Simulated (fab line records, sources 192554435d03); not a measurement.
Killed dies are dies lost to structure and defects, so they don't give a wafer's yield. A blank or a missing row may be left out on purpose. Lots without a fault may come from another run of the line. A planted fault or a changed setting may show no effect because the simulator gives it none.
Which tool did it? | flow n5_finfet | 11 lots, 33 wafers sampled, at 3 steps of a route of 1938

WHAT THE GAUGES READ, wafer by wafer
N5_BEOL_M12_INSPECT_55: inspects for defects (darkfield). Usual: raw_defect_count 70, standard deviation 25.
lot  | measured     | on                | raw_defect_count | flag
L593 | day 11 03:25 | defect_inspect-01 | 74 76 68         |
L594 | day 11 09:08 | defect_inspect-02 | 53 58 65         |
L597 | day 12 04:41 | defect_inspect-01 | 50 89 78         |
L598 | day 12 13:08 | defect_inspect-01 | 108 61 61        |
L610 | day 15 22:47 | defect_inspect-02 | 87 54 47         |
L607 | day 15 22:55 | defect_inspect-01 | 67 71 88         |
L613 | day 16 08:11 | defect_inspect-02 | 52 58 76         |
L615 | day 16 23:17 | defect_inspect-02 | 82 47 54         |
L612 | day 16 23:52 | defect_inspect-01 | 79 69 95         |
L611 | day 17 00:22 | defect_inspect-01 | 97 92 117        |
L614 | day 17 05:22 | defect_inspect-01 | 48 47 73         |

N5_BEOL_M13_INSPECT_30: inspects for defects (macro). Usual: raw_defect_count 2.2, standard deviation 1.4.
lot  | measured     | on                | raw_defect_count | flag
L593 | day 11 04:56 | defect_inspect-01 | 4 2 0            |
L594 | day 11 10:46 | defect_inspect-01 | 1 1 2            |
L597 | day 12 06:18 | defect_inspect-01 | >300 >300 >300   | OFF
L598 | day 12 14:52 | defect_inspect-02 | >300 >300 >300   | OFF
L610 | day 16 00:44 | defect_inspect-01 | 2 1 4            |
L607 | day 16 00:54 | defect_inspect-01 | 0 1 2            |
L613 | day 16 09:48 | defect_inspect-01 | 3 2 1            |
L615 | day 17 01:02 | defect_inspect-01 | 1 3 5            |
L612 | day 17 01:25 | defect_inspect-01 | 3 1 2            |
L611 | day 17 02:01 | defect_inspect-01 | 1 2 4            |
L614 | day 17 06:59 | defect_inspect-02 | 3 2 0            |

WHICH TOOL RAN EACH LOT (tool, then ch and the chambers of the sampled wafers, then the start)
lot  | N5_BEOL_M13_STRIP_63
L593 | plasma_asher-01 ch 0,1, day 11 04:20
L594 | plasma_asher-02 ch 0,1, day 11 10:11
L597 | plasma_asher-01 ch 0,1, day 12 05:43
L598 | plasma_asher-01 ch 0,1, day 12 14:10
L610 | plasma_asher-01 ch 0,1, day 16 00:01
L607 | plasma_asher-01 ch 0,1, day 16 00:08
L613 | plasma_asher-01 ch 1, day 16 09:13
L615 | plasma_asher-01 ch 0,1, day 17 00:20
L612 | plasma_asher-01 ch 0,1, day 17 00:49
L611 | plasma_asher-02 ch 0,1, day 17 01:26
L614 | plasma_asher-01 ch 0,1, day 17 06:24
- N5_BEOL_M13_STRIP_63: strips in N2/H2.

WHAT THE TOOLS THEMSELVES READ (means of the sampled wafers that have a number; where no wafer has one, the mark that the record gives instead)
N5_BEOL_M13_STRIP_63. Usual: chamber_pressure_mTorr 1000.0 mTorr, standard deviation 0.88; drypump_motor_current_A 5.97 A, standard deviation 0.11; heater_power_w 314 W, standard deviation 33; oes_product_au 0.675 a.u., standard deviation 0.005; strip_time_to_endpoint_s 28.1 s, standard deviation 1.1; temp_c 250.00 C, standard deviation 0.18.
lot  | tool            | chamber_pressure_mTorr (mTorr) | drypump_motor_current_A (A) | heater_power_w (W) | oes_product_au (a.u.) | strip_time_to_endpoint_s (s) | temp_c (C) | flag
L593 | plasma_asher-01 | 999.7                          | 6.03                        | 339                | 0.676                 | 27.3                         | 250.10     |
L594 | plasma_asher-02 | 1000.0                         | 5.87                        | 267                | 0.678                 | 29.8                         | 250.07     |
L597 | plasma_asher-01 | 999.7                          | 5.95                        | 330                | 0.672                 | 28.6                         | 250.04     |
L598 | plasma_asher-01 | 999.9                          | 6.03                        | 341                | 0.673                 | 28.7                         | 250.03     |
L610 | plasma_asher-01 | 999.7                          | 5.98                        | 329                | 0.677                 | 29.1                         | 250.06     |
L607 | plasma_asher-01 | 1000.3                         | 6.03                        | 339                | 0.681                 | 29.1                         | 250.11     |
L613 | plasma_asher-01 | 1001.0                         | 5.91                        | 322                | 0.673                 | 28.1                         | 249.83     |
L615 | plasma_asher-01 | 999.7                          | 5.96                        | 334                | 0.676                 | 28.3                         | 249.96     |
L612 | plasma_asher-01 | 1000.4                         | 5.96                        | 327                | 0.676                 | 27.3                         | 249.91     |
L611 | plasma_asher-02 | 1000.5                         | 5.87                        | 270                | 0.676                 | 27.4                         | 249.98     |
L614 | plasma_asher-01 | 1000.4                         | 5.96                        | 329                | 0.677                 | 28.5                         | 249.78     |

THE ANSWER, worked out from the rows above alone
Rule: a lot is off if the mean of its wafers that have a number lies more than 3 standard deviations from the usual mean. A lot without any number at a reading at which 4 lots or more have one is off too. The other lots that the step has rows for count as sound. The gauges are gone through in route order, then the tools' own readings, and for those a lot's mean is taken as printed above. The first step at which some lot is off is used, and at that step the reading that is off furthest; a lot without a number counts as furthest.
Off: L597, L598, at N5_BEOL_M13_INSPECT_30 (raw_defect_count). Without a number there: L597, L598.
A tool fits if, at a process step before that reading, it ran every lot that is off, and no sound lot after the first of them. The gauges at N5_BEOL_M13_INSPECT_30 are tried like those tools. None of those tried fits.

WHAT THE SIMULATOR HAD PUT IN
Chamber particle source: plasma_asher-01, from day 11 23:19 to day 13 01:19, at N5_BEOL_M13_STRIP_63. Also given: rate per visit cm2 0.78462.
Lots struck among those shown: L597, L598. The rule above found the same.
